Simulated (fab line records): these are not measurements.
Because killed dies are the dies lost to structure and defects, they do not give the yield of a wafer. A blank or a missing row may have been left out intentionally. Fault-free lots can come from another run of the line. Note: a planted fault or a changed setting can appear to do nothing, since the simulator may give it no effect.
Split-lot trial    flow n5_finfet    7 lots, 21 wafers read, on a route of 1938 steps

ON THE SPLIT
At N5_BEOL_M11_ILD_DEP_00 (deposits SiCOH lowk from DEMS/porogen, target thk 308.51 nm, time 58 s), the setting time_s was moved away from the recipe's 58 s on 8 of the 21 wafers read, by -10.8% to +12.8%. All remaining wafers had this setting at the recipe value.

FROM THE SPLIT TO THE READING: what the file shows between them, 1 step
- N5_BEOL_M11_CURE_71: cures SiCOH lowk, time 240 s

THE READING
Values of M11_ILD_THK in nm from N5_BEOL_M11_THK_MEAS_01. Fault-free wafers of this fab line usually give 270 nm, standard deviation 3.4 nm.

wafer   tool, chamber at the split  time_s as run, s  against the recipe  M11_ILD_THK, nm  against lot-mates on the recipe
L074.3  pecvd-03, 1                 58                recipe              267              -
L074.5  pecvd-03, 0,1               65.42             +12.8%              307              +40
L074.6  pecvd-03, 0,1               65.42             +12.8%              307              +40
L076.1  pecvd-03, 1                 54.42             -6.2%               252              -19
L076.2  pecvd-03, 0                 58                recipe              266              -
L076.5  pecvd-03, 2                 58                recipe              276              -
L081.1  pecvd-03, 2                 65.26             +12.5%              302              +33
L081.2  pecvd-03, 0                 58                recipe              266              -
L081.6  pecvd-03, 2                 58                recipe              272              -
L083.1  pecvd-02, 1                 58                recipe              269              -
L083.3  pecvd-02, 2                 58                recipe              270              -
L083.4  pecvd-02, 2                 58                recipe              274              -
L086.2  pecvd-03, 0                 58                recipe              267              -
L086.5  pecvd-03, 2                 58                recipe              274              -
L086.6  pecvd-03, 1                 62.6              +7.9%               291              +20
L087.3  pecvd-04, 1                 58                recipe              267              -
L087.4  pecvd-04, 1                 51.76             -10.8%              238              -29
L087.5  pecvd-04, 0                 51.76             -10.8%              243              -24
L092.1  pecvd-04, 0                 58                recipe              275              -
L092.5  pecvd-04, 1                 58                recipe              276              -
L092.6  pecvd-04, 2                 51.76             -10.8%              246              -30
Where a row lists several chambers, the file gives one row for several wafers and doesn't say which wafer went through which chamber.

THE FIT
A straight line over all 21 wafers: M11_ILD_THK changes by +2.7 nm for each +1% of time_s; r = +0.98; the points scatter about the line by 3.5 nm.
The same after taking each lot's own level away (the mean of its wafers on the recipe; 21 wafers): +2.79 nm for each +1%; r = +0.99; scatter 3.1 nm.
The reading moves by 36 nm for the largest change in time_s, on that fit.
The span of the lots' own levels, 267.0 to 275.5 nm, comes to 2.5 times the standard deviation stated above.
So the lot-to-lot level changes the slope little: the two slopes agree.
Check: +35.2 nm against its lot-mates is what the line predicts for one of the wafers moved furthest among these (+12.8%) when that wafer is left out of the fit. It came out at +40 nm against them.

THESE WAFERS: OTHER SPLITS
Note: prior to the reading, these wafers also went through further splits. Each is held against what the fit with the lots' levels taken away leaves over:
other split on the same wafers  wafers away from the commonest value  r with M11_ILD_THK (lot level and that fit taken away)
N5_BEOL_M10_ILD_DEP_00 time_s   6                                     +0.19

THE WHOLE CHAIN: every reading that the file lists as answering this split, in the file's order
step                     what it does                                                            reading                                                                                    change (the file's fit)               r (the file's)
N5_BEOL_M11_ILD_DEP_00   deposits SiCOH lowk from DEMS/porogen, target thk 308.51 nm, time 58 s  SiCOH_lowk_of_BEOL_M11_ILD_DEP_00.thk_nm (the simulator's own value, which no gauge read)  +3.14 nm for each +1% of the setting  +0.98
N5_BEOL_M11_CURE_71      cures SiCOH lowk, time 240 s                                            SiCOH_lowk_of_BEOL_M11_ILD_DEP_00.thk_nm (the simulator's own value, which no gauge read)  +2.78 nm for each +1% of the setting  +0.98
N5_BEOL_M11_THK_MEAS_01                                                                          M11_ILD_THK                                                                                +2.78 for each +1% of the setting     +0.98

FILE'S OWN FIT
M11_ILD_THK changes by +2.78 nm for each +1% of time_s, r = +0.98.
